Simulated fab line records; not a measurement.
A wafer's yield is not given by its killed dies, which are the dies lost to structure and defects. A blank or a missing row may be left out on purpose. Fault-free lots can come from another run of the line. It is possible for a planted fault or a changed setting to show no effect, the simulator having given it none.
Which tool is to blame? -- flow n5Finfet -- 11 lots, 31 wafers sampled, at 5 steps of a route of 1938

WHAT THE GAUGES SHOWED, per wafer
The record lacks any reading of a measuring or inspecting step that a usual standard deviation could be used to judge.

WHICH TOOL RAN EACH LOT (tool, then ch and the chambers of the sampled wafers, then the start)
lot,N5_MOL_CONTACT_COAG_PRE_CLEAN_142,N5_BEOL_M15_STRIP_36,N5_BEOL_M15_STRIP_62,N5_MIM_TOP_LITHO_DESCUM_10,N5_PASSIVATION_PROBE_49
L218,"pvdSputter-01, day 5 00:13","rieDiel-02 ch 0,1, day 12 09:32","rieDiel-02 ch 0,1, day 12 16:13 or earlier","rieDiel-05 ch 1,2,3, day 12 16:13",-
L221,"pvdSputter-01, day 5 18:17","rieDiel-02 ch 1,2,3, day 13 11:25","rieDiel-02 ch 1,2,3, day 13 15:46 or earlier","rieDiel-06 ch 2,3, day 13 15:46",-
L222,"pvdSputter-01, day 6 05:33","rieDiel-02 ch 0,1,2, day 13 13:42","rieDiel-02 ch 0,1,2, day 13 19:07 or earlier","rieDiel-05 ch 1,2,3, day 13 19:07","prober-02, day 14 03:52"
L229,"pvdSputter-01, day 7 23:59","rieDiel-04 ch 0,2, day 15 08:39","rieDiel-04 ch 0,2, day 15 18:50 or earlier","rieDiel-06 ch 1,2,3, day 15 18:50",-
L230,"pvdSputter-02, day 8 06:59","rieDiel-03 ch 0,1,2, day 15 21:05","rieDiel-03 ch 0,1,2, day 16 03:47 or earlier","rieDiel-06 ch 0,1,2, day 16 03:47","prober-02, day 16 14:02"
L232,"pvdSputter-02, day 8 15:07","rieDiel-02 ch 1,2,3, day 15 12:08","rieDiel-02 ch 1,2,3, day 15 21:04 or earlier","rieDiel-05 ch 1,2,3, day 15 21:04","prober-01, day 16 08:29"
L235,"pvdSputter-03, day 9 13:22","rieDiel-04 ch 0,1,3, day 16 07:38","rieDiel-04 ch 0,1,3, day 16 14:28 or earlier","rieDiel-06 ch 1,2,3, day 16 14:28",-
L236,"pvdSputter-01, day 9 17:35","rieDiel-02 ch 0,3, day 16 09:55","rieDiel-02 ch 0,3, day 16 15:41 or earlier","rieDiel-06 ch 1,2, day 16 15:41","prober-02, day 17 02:02"
L237,"pvdSputter-03, day 9 22:38","rieDiel-03 ch 0,2,3, day 17 04:04","rieDiel-03 ch 0,2,3, day 17 10:59 or earlier","rieDiel-06 ch 0,1, day 17 10:59",-
L240,"pvdSputter-03, day 10 19:32","rieDiel-04 ch 1,2, day 17 17:24","rieDiel-04 ch 1,2, day 17 23:05 or earlier","rieDiel-05 ch 0,2,3, day 17 23:05",-
L239,"pvdSputter-01, day 10 19:43","rieDiel-02 ch 1, day 17 21:22","rieDiel-02 ch 1, day 18 03:40 or earlier","rieDiel-01 ch 0,1, day 18 03:40",-
- N5_MOL_CONTACT_COAG_PRE_CLEAN_142: time 60 s.
- N5_BEOL_M15_STRIP_36: strips in O2.
- N5_BEOL_M15_STRIP_62: strips in O2.
- N5_MIM_TOP_LITHO_DESCUM_10: chemistry O2, time 7.9 s.
- N5_PASSIVATION_PROBE_49

WHAT THE TOOLS THEMSELVES READ (means of the sampled wafers that have a number; where no wafer has one, the mark that the record gives instead)
N5_MOL_CONTACT_COAG_PRE_CLEAN_142.
lot,tool,heaterPowerW (W)
L218,pvdSputter-01,456
L221,pvdSputter-01,460
L222,pvdSputter-01,457
L229,pvdSputter-01,443
L230,pvdSputter-02,436
L232,pvdSputter-02,423
L235,pvdSputter-03,469
L236,pvdSputter-01,412
L237,pvdSputter-03,466
L240,pvdSputter-03,450
L239,pvdSputter-01,446

N5_BEOL_M15_STRIP_36.
lot,tool,chamberPressureMTorr (mTorr),drypumpMotorCurrentA (A),oesProductAu (a.u.),rfVppV (V),showerheadPlenumPTorr (Torr),throttleValvePct (%)
L218,rieDiel-02,29.97,5.1,0.80,3.1,1.96,16.68
L221,rieDiel-02,29.92,5.5,0.84,3.5,2.06,16.45
L222,rieDiel-02,30.01,5.3,0.87,2.8,2.00,16.46
L229,rieDiel-04,30.04,6.1,0.79,4.7,2.01,16.80
L230,rieDiel-03,29.97,5.6,0.77,4.1,2.11,16.85
L232,rieDiel-02,30.00,5.5,0.81,3.9,2.05,16.50
L235,rieDiel-04,30.07,6.2,0.77,3.7,2.01,16.68
L236,rieDiel-02,29.98,5.2,0.72,3.7,2.00,16.89
L237,rieDiel-03,30.03,5.8,0.73,4.7,2.12,16.95
L240,rieDiel-04,29.97,6.0,0.77,2.9,2.10,16.63
L239,rieDiel-02,30.02,5.2,0.80,4.5,2.03,16.45

N5_BEOL_M15_STRIP_62.
lot,tool,chamberPressureMTorr (mTorr),drypumpMotorCurrentA (A),oesProductAu (a.u.),rfVppV (V),showerheadPlenumPTorr (Torr),throttleValvePct (%)
L218,rieDiel-02,30.009,5.1,0.79,3.5,1.96,16.69
L221,rieDiel-02,29.978,5.5,0.85,3.6,2.06,16.46
L222,rieDiel-02,30.003,5.3,0.86,3.7,2.00,16.47
L229,rieDiel-04,29.978,6.1,0.78,3.4,2.01,16.78
L230,rieDiel-03,29.997,5.6,0.77,3.6,2.11,16.85
L232,rieDiel-02,30.003,5.4,0.82,3.6,2.05,16.49
L235,rieDiel-04,30.017,6.2,0.77,3.3,2.01,16.68
L236,rieDiel-02,30.014,5.2,0.71,4.1,2.00,16.88
L237,rieDiel-03,30.018,5.8,0.73,4.0,2.12,16.95
L240,rieDiel-04,30.004,6.0,0.77,3.6,2.10,16.65
L239,rieDiel-02,30.012,5.2,0.80,4.3,2.03,16.42

N5_MIM_TOP_LITHO_DESCUM_10.
lot,tool,chamberPressureMTorr (mTorr),drypumpMotorCurrentA (A),oesProductAu (a.u.),rfFwdPowerW (W),rfVppV (V),showerheadPlenumPTorr (Torr),throttleValvePct (%)
L218,rieDiel-05,19.976,6.0,0.86,49.87,241.8,2.06,20.46
L221,rieDiel-06,19.991,5.1,0.85,49.76,244.2,2.17,20.45
L222,rieDiel-05,19.988,6.0,0.84,49.72,242.8,2.06,20.48
L229,rieDiel-06,19.994,5.5,0.85,49.57,244.2,2.18,20.34
L230,rieDiel-06,20.000,5.6,0.81,49.67,243.6,2.16,20.42
L232,rieDiel-05,20.002,5.9,0.82,49.69,242.7,2.05,20.51
L235,rieDiel-06,19.987,5.5,0.85,49.80,245.0,2.18,20.35
L236,rieDiel-06,20.004,5.7,0.84,49.67,244.1,2.20,20.24
L237,rieDiel-06,19.992,5.6,0.76,49.71,243.9,2.11,20.54
L240,rieDiel-05,20.008,5.9,0.77,49.74,243.5,2.07,20.43
L239,rieDiel-01,19.981,5.8,0.76,49.74,243.1,2.10,20.57

N5_PASSIVATION_PROBE_49.
lot,tool,killed_at_M0_to_M3,killed_at_M4_up,killedAtContacts,killedAtFrontEnd,killedAtOther,killedDies,killedOnRim,killedOpen,killedShort
L222,prober-02,18,20,17,41,1.0,97,12,67,27
L230,prober-02,26,8,97,66,6.7,204,26,78,38
L232,prober-01,28,15,83,38,6.7,170,30,67,29
L236,prober-02,14,18,7,32,6.0,76,11,51,22

THE ANSWER, worked out from the rows above alone
Rule: the usual values come from the lots themselves. Put in order of their means at a reading, lots are off if they are a third of the lots or fewer, leave a main group of 4 or more, and stand apart from it by a gap of 3 or more times the standard deviation of the main group's means; of several such gaps the widest counts. The tables above print the reading to a certain number of digits; a main group whose means all agree to those digits is not used. A lot without any number at a reading at which 4 lots or more have one is off too. Where the step has rows for the other lots, those lots are counted as sound. The gauges are gone through in route order, then the tools' own readings, and for those a lot's mean is taken as printed above. The first step at which some lot is off is used, and at that step the reading that is off furthest; a lot without a number counts as furthest.
Across all readings shown, no lot is off: no conclusion can be drawn from this.

WHAT THE SIMULATOR HAD PUT IN
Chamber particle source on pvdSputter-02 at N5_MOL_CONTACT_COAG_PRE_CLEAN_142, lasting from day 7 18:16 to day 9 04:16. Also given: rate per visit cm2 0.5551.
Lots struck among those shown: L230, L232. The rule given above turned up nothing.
